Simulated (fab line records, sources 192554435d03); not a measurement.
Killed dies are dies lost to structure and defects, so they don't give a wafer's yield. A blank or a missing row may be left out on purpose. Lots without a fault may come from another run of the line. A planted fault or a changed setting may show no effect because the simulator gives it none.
Chamber matching | flow n5_finfet | N5_BEOL_M4_ETCH_63 on rie_diel-02: 4 sister chambers
The step etches SiARC in CF4, target depth 15.6 nm, time 26 s. 16 wafers are shown with their chamber, then 8 later ones without.

WAFERS WITH THEIR CHAMBER
wafer  | chamber | drypump_motor_current_A (A) | throttle_valve_pct (%) | showerhead_plenum_p_Torr (Torr)
L077.1 | 2       | 6.5                         | 15.70                  | 2.16
L077.3 | 1       | 5.5                         | 15.87                  | 2.20
L077.5 | 0       | 5.3                         | 15.06                  | 2.09
L083.1 | 3       | 5.1                         | 16.09                  | 2.11
L083.2 | 0       | 5.3                         | 15.09                  | 2.09
L083.4 | 2       | 6.5                         | 15.71                  | 2.16
L085.2 | 0       | 5.3                         | 15.12                  | 2.09
L085.4 | 3       | 5.1                         | 16.13                  | 2.11
L085.6 | 0       | 5.2                         | 15.10                  | 2.09
L086.1 | 3       | 5.1                         | 16.13                  | 2.11
L086.2 | 1       | 5.5                         | 15.89                  | 2.20
L086.4 | 0       | 5.2                         | 15.11                  | 2.09
L087.2 | 0       | 5.2                         | 15.11                  | 2.09
L087.5 | 0       | 5.2                         | 15.10                  | 2.08
L087.6 | 3       | 5.1                         | 16.13                  | 2.10
L089.2 | 0       | 5.3                         | 15.14                  | 2.08

SIGNATURES (means of the wafers above)
reading                  | chamber 0 | chamber 1 | chamber 2 | chamber 3 | scatter within a chamber
drypump_motor_current_A  | 5.250     | 5.500     | 6.500     | 5.100     | 0.0408
throttle_valve_pct       | 15.1037   | 15.8800   | 15.7050   | 16.1200   | 0.0209
showerhead_plenum_p_Torr | 2.0875    | 2.2000    | 2.1600    | 2.1075    | 0.00433
Rule: a wafer's distance from a chamber is the root of the sum, over the readings, of the square of ((its reading less the chamber's mean) divided by the reading's scatter). The wafer belongs to the nearest chamber; if the next one is less than 2 further off, it can't be placed. The scatter: the root of (the sum of the squares of (reading less its chamber's mean) over the shown wafers, divided by (wafers less chambers)).

WAFERS WITHOUT THEIR CHAMBER
wafer  | drypump_motor_current_A (A) | throttle_valve_pct (%) | showerhead_plenum_p_Torr (Torr)
L089.3 | 6.5                         | 15.74                  | 2.15
L089.6 | 6.5                         | 15.74                  | 2.15
L093.1 | 6.5                         | 15.74                  | 2.15
L093.4 | 6.5                         | 15.76                  | 2.15
L093.5 | 5.5                         | 15.93                  | 2.19
L097.1 | 5.1                         | 15.68                  | 2.10
L097.4 | 6.5                         | 15.80                  | 2.14
L097.5 | 5.1                         | 15.69                  | 2.10

WHICH CHAMBER EACH WENT THROUGH
wafer  | from the rows above | in truth
L089.3 | 2                   | 2
L089.6 | 2                   | 2
L093.1 | 2                   | 2
L093.4 | 2                   | 2
L093.5 | 1                   | 1
L097.1 | 3                   | 3
L097.4 | 2                   | 2
L097.5 | 3                   | 3
Placed correctly: 8 of 8. Can't be placed from these rows: 0. Placed wrongly: 0.
